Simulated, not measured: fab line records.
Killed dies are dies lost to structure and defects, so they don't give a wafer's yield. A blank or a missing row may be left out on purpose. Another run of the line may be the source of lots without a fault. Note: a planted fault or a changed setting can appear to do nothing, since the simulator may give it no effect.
Which tool was responsible? + flow n5 finfet + Sampling: 13 lots, 35 wafers, 4 of 1938 route steps

WHAT THE GAUGES READ, wafer by wafer
No reading from a measuring or inspecting step in the record can be judged against a usual standard deviation.

TOOL THAT RAN EACH LOT (tool first, then ch and the chambers of the sampled wafers, then the start)
| lot  | N5_BEOL_M4_ANNEAL_49         | N5_BEOL_M4_SPUTTER_90        | N5_BEOL_M4_DEP_57               | N5_BEOL_M5_COAT_71                |
|------|------------------------------|------------------------------|---------------------------------|-----------------------------------|
| L364 | pvd sputter-02, day 8 05:14  | pvd sputter-02, day 8 06:15  | pecvd-02 ch 0,1, day 8 07:55    | litho track-05 ch 0, day 8 11:49  |
| L365 | pvd sputter-02, day 8 14:28  | pvd sputter-02, day 8 15:29  | pecvd-03 ch 0,1, day 8 17:09    | litho track-05 ch 0, day 8 20:04  |
| L366 | pvd sputter-03, day 8 22:41  | pvd sputter-03, day 8 23:43  | pecvd-04 ch 0,2, day 9 01:22    | litho track-04 ch 0, day 9 05:02  |
| L367 | pvd sputter-01, day 9 02:29  | pvd sputter-01, day 9 03:31  | pecvd-02 ch 0,1, day 9 05:10    | litho track-04 ch 0, day 9 07:10  |
| L368 | pvd sputter-03, day 9 02:40  | pvd sputter-03, day 9 03:41  | pecvd-03 ch 2, day 9 05:21      | litho track-05 ch 0, day 9 07:23  |
| L370 | pvd sputter-03, day 9 17:28  | pvd sputter-03, day 9 18:29  | pecvd-02 ch 1,2, day 9 20:11    | litho track-05 ch 0, day 9 23:30  |
| L371 | pvd sputter-02, day 9 18:20  | pvd sputter-02, day 9 19:21  | pecvd-02 ch 0,1, day 9 21:17    | litho track-05 ch 0, day 9 23:44  |
| L376 | pvd sputter-03, day 11 04:49 | pvd sputter-03, day 11 05:50 | pecvd-03 ch 1,2, day 11 07:28   | litho track-05 ch 0, day 11 10:35 |
| L375 | pvd sputter-02, day 11 08:01 | pvd sputter-02, day 11 09:02 | pecvd-02 ch 0,1, day 11 10:40   | litho track-04 ch 0, day 11 12:55 |
| L377 | pvd sputter-03, day 11 18:58 | pvd sputter-03, day 11 19:59 | pecvd-02 ch 0,2, day 11 22:14   | litho track-05 ch 0, day 12 01:29 |
| L379 | pvd sputter-01, day 11 23:01 | pvd sputter-01, day 12 00:02 | pecvd-02 ch 1,2, day 12 01:41   | litho track-05 ch 0, day 12 04:31 |
| L381 | pvd sputter-03, day 12 18:02 | pvd sputter-03, day 12 19:03 | pecvd-04 ch 0,1,2, day 12 20:43 | litho track-04 ch 0, day 12 22:44 |
| L387 | pvd sputter-01, day 14 01:15 | pvd sputter-01, day 14 02:16 | pecvd-03 ch 1,2, day 14 04:41   | litho track-04 ch 0, day 14 06:56 |
- N5_BEOL_M4_ANNEAL_49: time 240 s.
- N5_BEOL_M4_SPUTTER_90: material Cu, target thk 4.5 nm, time 8.29 s.
- N5_BEOL_M4_DEP_57: deposits SiCN from 3MS/NH3, target thk 8 nm, time 14 s.
- N5_BEOL_M5_COAT_71: time 60 s, resist thk 5 nm.

WHAT THE TOOLS THEMSELVES READ (means of the sampled wafers that have a number; where no wafer has one, the mark that the record gives instead)
N5_BEOL_M4_ANNEAL_49. Usual: heater power w at 823 W, with a standard deviation of 84.
| lot  | tool           | heater power w (W) | flag |
|------|----------------|--------------------|------|
| L364 | pvd sputter-02 | 863                |      |
| L365 | pvd sputter-02 | 859                |      |
| L366 | pvd sputter-03 | 807                |      |
| L367 | pvd sputter-01 | 828                |      |
| L368 | pvd sputter-03 | 796                |      |
| L370 | pvd sputter-03 | 788                |      |
| L371 | pvd sputter-02 | 939                |      |
| L376 | pvd sputter-03 | 858                |      |
| L375 | pvd sputter-02 | 878                |      |
| L377 | pvd sputter-03 | 761                |      |
| L379 | pvd sputter-01 | 815                |      |
| L381 | pvd sputter-03 | 757                |      |
| L387 | pvd sputter-01 | 761                |      |

N5_BEOL_M4_SPUTTER_90. Usual: throttle valve pct at 30.1 %, with a standard deviation of 0.86.
| lot  | tool           | throttle valve pct (%) | flag |
|------|----------------|------------------------|------|
| L364 | pvd sputter-02 | 29.4                   |      |
| L365 | pvd sputter-02 | 30.4                   |      |
| L366 | pvd sputter-03 | 30.5                   |      |
| L367 | pvd sputter-01 | 29.9                   |      |
| L368 | pvd sputter-03 | 30.5                   |      |
| L370 | pvd sputter-03 | 30.2                   |      |
| L371 | pvd sputter-02 | 29.3                   |      |
| L376 | pvd sputter-03 | 30.8                   |      |
| L375 | pvd sputter-02 | 29.9                   |      |
| L377 | pvd sputter-03 | 30.5                   |      |
| L379 | pvd sputter-01 | 30.1                   |      |
| L381 | pvd sputter-03 | 30.5                   |      |
| L387 | pvd sputter-01 | 30.1                   |      |

N5_BEOL_M4_DEP_57. Usual: showerhead plenum p Torr 3.658 Torr, standard deviation 0.01; showerhead vpp V 878 V, standard deviation 39; throttle valve pct 9.3 %, standard deviation 0.67.
| lot  | tool     | showerhead plenum p Torr (Torr) | showerhead vpp V (V) | throttle valve pct (%) | flag |
|------|----------|---------------------------------|----------------------|------------------------|------|
| L364 | pecvd-02 | 3.651                           | 906                  | 10.1                   |      |
| L365 | pecvd-03 | 3.667                           | 856                  | 9.4                    |      |
| L366 | pecvd-04 | 3.646                           | 843                  | 9.0                    |      |
| L367 | pecvd-02 | 3.658                           | 917                  | 10.0                   |      |
| L368 | pecvd-03 | 3.668                           | 817                  | 7.9                    |      |
| L370 | pecvd-02 | 3.662                           | 892                  | 9.3                    |      |
| L371 | pecvd-02 | 3.655                           | 908                  | 10.1                   |      |
| L376 | pecvd-03 | 3.670                           | 830                  | 9.1                    |      |
| L375 | pecvd-02 | 3.652                           | 904                  | 10.0                   |      |
| L377 | pecvd-02 | 3.658                           | 891                  | 9.1                    |      |
| L379 | pecvd-02 | 3.669                           | 906                  | 9.2                    |      |
| L381 | pecvd-04 | 3.653                           | 867                  | 9.0                    |      |
| L387 | pecvd-03 | 3.668                           | 813                  | 8.8                    |      |

N5_BEOL_M5_COAT_71. Usual: heater power total W 391.8 W, standard deviation 1.3; spin speed rpm 1500.0 rpm, standard deviation 0.94.
| lot  | tool           | heater power total W (W) | spin speed rpm (rpm) | flag |
|------|----------------|--------------------------|----------------------|------|
| L364 | litho track-05 | 391.0                    | 1499.8               |      |
| L365 | litho track-05 | 392.1                    | 1500.2               |      |
| L366 | litho track-04 | 391.7                    | 1499.0               |      |
| L367 | litho track-04 | 392.2                    | 1499.5               |      |
| L368 | litho track-05 | 393.0                    | 1501.2               |      |
| L370 | litho track-05 | 390.8                    | 1500.6               |      |
| L371 | litho track-05 | 392.6                    | 1500.4               |      |
| L376 | litho track-05 | 390.1                    | 1499.2               |      |
| L375 | litho track-04 | 391.8                    | 1500.2               |      |
| L377 | litho track-05 | 392.3                    | 1649.2               | OFF  |
| L379 | litho track-05 | 392.8                    | 1647.2               | OFF  |
| L381 | litho track-04 | 391.3                    | 1500.7               |      |
| L387 | litho track-04 | 392.1                    | 1499.6               |      |

THE ANSWER, worked out from the rows above alone
Rule: a lot is off if the mean of its wafers that have a number lies more than 3 standard deviations from the usual mean. Also off: a lot with no number at a reading for which 4 or more lots have one. The other lots that the step has rows for count as sound. The gauges are gone through in route order, then the tools' own readings, and for those a lot's mean is taken as printed above. At the first step where some lot is off, the reading lying furthest off is the one used; lots without a number count as furthest.
Off: L377, L379 (N5_BEOL_M5_COAT_71, spin speed rpm).
If a tool, at that step or one of the process steps before it, ran each lot that is off and ran no sound lot following the first of them, it fits. Can't be told from this: 2 tools fit, pecvd-02 at N5_BEOL_M4_DEP_57, litho track-05 at N5_BEOL_M5_COAT_71.

WHAT THE SIMULATOR HAD INSERTED
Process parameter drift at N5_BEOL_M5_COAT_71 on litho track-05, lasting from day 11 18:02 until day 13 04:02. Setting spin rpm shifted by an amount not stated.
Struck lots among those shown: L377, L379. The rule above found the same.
